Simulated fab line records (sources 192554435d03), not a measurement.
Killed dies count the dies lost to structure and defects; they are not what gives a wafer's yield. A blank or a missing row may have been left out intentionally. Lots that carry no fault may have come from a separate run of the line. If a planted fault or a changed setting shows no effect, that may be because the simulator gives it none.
Split-lot trial / flow n5-finfet / route with 1938 steps; 7 lots, 21 wafers read

THE SPLIT ITSELF
At N5_BEOL_M8_ETCH_62 (etches SOC in N2/H2, target depth 110 nm, overetch 22 nm, time 165 s), the setting bias-w was moved away from the recipe's 150 W on 4 of the 21 wafers read, by +4.8% to +16.5%. This setting was run at the recipe's value on the other wafers.

The reading comes from the split's own step.

THE READING
rf-vpp-V, in V, at N5_BEOL_M8_ETCH_62 (etches SOC in N2/H2, target depth 110 nm, overetch 22 nm, time 165 s). On this fab line, fault-free wafers typically give 523.8 V with a standard deviation of 2.6 V.

wafer=L075.1; tool, chamber at the split=rie-diel-06, 0; bias-w as run, W=150; against the recipe=recipe; rf-vpp-V, V=525.1; against lot-mates on the recipe=-
wafer=L075.3; tool, chamber at the split=rie-diel-06, 1; bias-w as run, W=150; against the recipe=recipe; rf-vpp-V, V=523.8; against lot-mates on the recipe=-
wafer=L075.5; tool, chamber at the split=rie-diel-06, 1; bias-w as run, W=150; against the recipe=recipe; rf-vpp-V, V=523.0; against lot-mates on the recipe=-
wafer=L078.3; tool, chamber at the split=rie-diel-06, 1; bias-w as run, W=150; against the recipe=recipe; rf-vpp-V, V=523.5; against lot-mates on the recipe=-
wafer=L078.4; tool, chamber at the split=rie-diel-06, 0; bias-w as run, W=150; against the recipe=recipe; rf-vpp-V, V=525.1; against lot-mates on the recipe=-
wafer=L078.6; tool, chamber at the split=rie-diel-06, 1; bias-w as run, W=157.2; against the recipe=+4.8%; rf-vpp-V, V=539.5; against lot-mates on the recipe=+15.2
wafer=L083.4; tool, chamber at the split=rie-diel-02, 3; bias-w as run, W=150; against the recipe=recipe; rf-vpp-V, V=522.8; against lot-mates on the recipe=-
wafer=L083.5; tool, chamber at the split=rie-diel-02, 0; bias-w as run, W=150; against the recipe=recipe; rf-vpp-V, V=521.5; against lot-mates on the recipe=-
wafer=L083.6; tool, chamber at the split=rie-diel-02, 1; bias-w as run, W=150; against the recipe=recipe; rf-vpp-V, V=525.7; against lot-mates on the recipe=-
wafer=L082.1; tool, chamber at the split=rie-diel-03, 3; bias-w as run, W=150; against the recipe=recipe; rf-vpp-V, V=526.2; against lot-mates on the recipe=-
wafer=L082.3; tool, chamber at the split=rie-diel-03, 0; bias-w as run, W=150; against the recipe=recipe; rf-vpp-V, V=521.1; against lot-mates on the recipe=-
wafer=L082.5; tool, chamber at the split=rie-diel-03, 3; bias-w as run, W=150; against the recipe=recipe; rf-vpp-V, V=528.2; against lot-mates on the recipe=-
wafer=L084.1; tool, chamber at the split=rie-diel-03, 0; bias-w as run, W=150; against the recipe=recipe; rf-vpp-V, V=521.1; against lot-mates on the recipe=-
wafer=L084.4; tool, chamber at the split=rie-diel-03, 3; bias-w as run, W=174.7; against the recipe=+16.5%; rf-vpp-V, V=581.2; against lot-mates on the recipe=+57.4
wafer=L084.5; tool, chamber at the split=rie-diel-03, 1; bias-w as run, W=150; against the recipe=recipe; rf-vpp-V, V=526.6; against lot-mates on the recipe=-
wafer=L087.1; tool, chamber at the split=rie-diel-02, 2; bias-w as run, W=150; against the recipe=recipe; rf-vpp-V, V=521.8; against lot-mates on the recipe=-
wafer=L087.2; tool, chamber at the split=rie-diel-02, 1; bias-w as run, W=150; against the recipe=recipe; rf-vpp-V, V=525.5; against lot-mates on the recipe=-
wafer=L087.4; tool, chamber at the split=rie-diel-02, 2; bias-w as run, W=157.6; against the recipe=+5.1%; rf-vpp-V, V=540.1; against lot-mates on the recipe=+16.5
wafer=L093.1; tool, chamber at the split=rie-diel-02, 0; bias-w as run, W=170.1; against the recipe=+13.4%; rf-vpp-V, V=567.0; against lot-mates on the recipe=+43.8
wafer=L093.4; tool, chamber at the split=rie-diel-02, 0; bias-w as run, W=150; against the recipe=recipe; rf-vpp-V, V=522.7; against lot-mates on the recipe=-
wafer=L093.5; tool, chamber at the split=rie-diel-02, 3; bias-w as run, W=150; against the recipe=recipe; rf-vpp-V, V=523.7; against lot-mates on the recipe=-

THE FIT
A straight line over all 21 wafers: rf-vpp-V changes by +3.36 V for each +1% of bias-w; r = +0.99; the points scatter about the line by 2 V.
The same after taking each lot's own level away (the mean of its wafers on the recipe; 21 wafers): +3.39 V for each +1%; r = +0.99; scatter 1.9 V.
Per that fit: largest bias-w move, reading shift of 56 V.
Across the lots, their own levels run from 523.20 to 525.17 V, a range of 0.8 times the standard deviation given above.
The two slopes agree, so the slope changes little with the lot-to-lot level.
Check: for one of the wafers moved furthest among these (+16.5%), held out of the fit, the line's prediction against its lot-mates is +53.6 V. It came out at +57.4 V against them.
Tool readings at the split's step, against how far the setting was moved: rf-vpp-V r = +0.99.

THE OTHER SPLITS THESE WAFERS WENT THROUGH
Other splits were also applied to these wafers ahead of the reading. Each is held against what the fit with the lots' levels taken away leaves over:
other split on the same wafers=N5_BEOL_M4_ALD_84 co-reactant-pulse-time-s; wafers away from the commonest value=8; r with rf-vpp-V (lot level and that fit taken away)=-0.13
other split on the same wafers=N5_BEOL_M5_COAT_05 spin-rpm; wafers away from the commonest value=5; r with rf-vpp-V (lot level and that fit taken away)=-0.01
other split on the same wafers=N5_BEOL_M5_ETCH_62 source-w; wafers away from the commonest value=10; r with rf-vpp-V (lot level and that fit taken away)=-0.19
other split on the same wafers=N5_BEOL_M5_TRENCH_ETCH_37 bias-w; wafers away from the commonest value=5; r with rf-vpp-V (lot level and that fit taken away)=-0.07
other split on the same wafers=N5_BEOL_M5_ETCH_41 source-w; wafers away from the commonest value=3; r with rf-vpp-V (lot level and that fit taken away)=-0.03
other split on the same wafers=N5_BEOL_M8_PECVD_70 temp-c; wafers away from the commonest value=10; r with rf-vpp-V (lot level and that fit taken away)=-0.01
other split on the same wafers=N5_BEOL_M8_DESCUM_16 time-s; wafers away from the commonest value=9; r with rf-vpp-V (lot level and that fit taken away)=-0.03

THE WHOLE CHAIN: every reading that the file lists as answering this split, in the file's order
step=N5_BEOL_M8_ETCH_62; what it does=etches SOC in N2/H2, target depth 110 nm, overetch 22 nm, time 165 s; reading=rf-vpp-V; change (the file's fit)=+3.38 V for each +1% of the setting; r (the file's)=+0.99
step=N5_BEOL_M8_ETCH_62; what it does=etches SOC in N2/H2, target depth 110 nm, overetch 22 nm, time 165 s; reading=SiARC_of_BEOL_M8_COAT_60.thk-nm (the simulator's own value, which no gauge read); change (the file's fit)=-0.0815 nm for each +1% of the setting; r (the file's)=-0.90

THE FILE'S OWN FIT
rf-vpp-V changes by +3.38 V for each +1% of bias-w, r = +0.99.
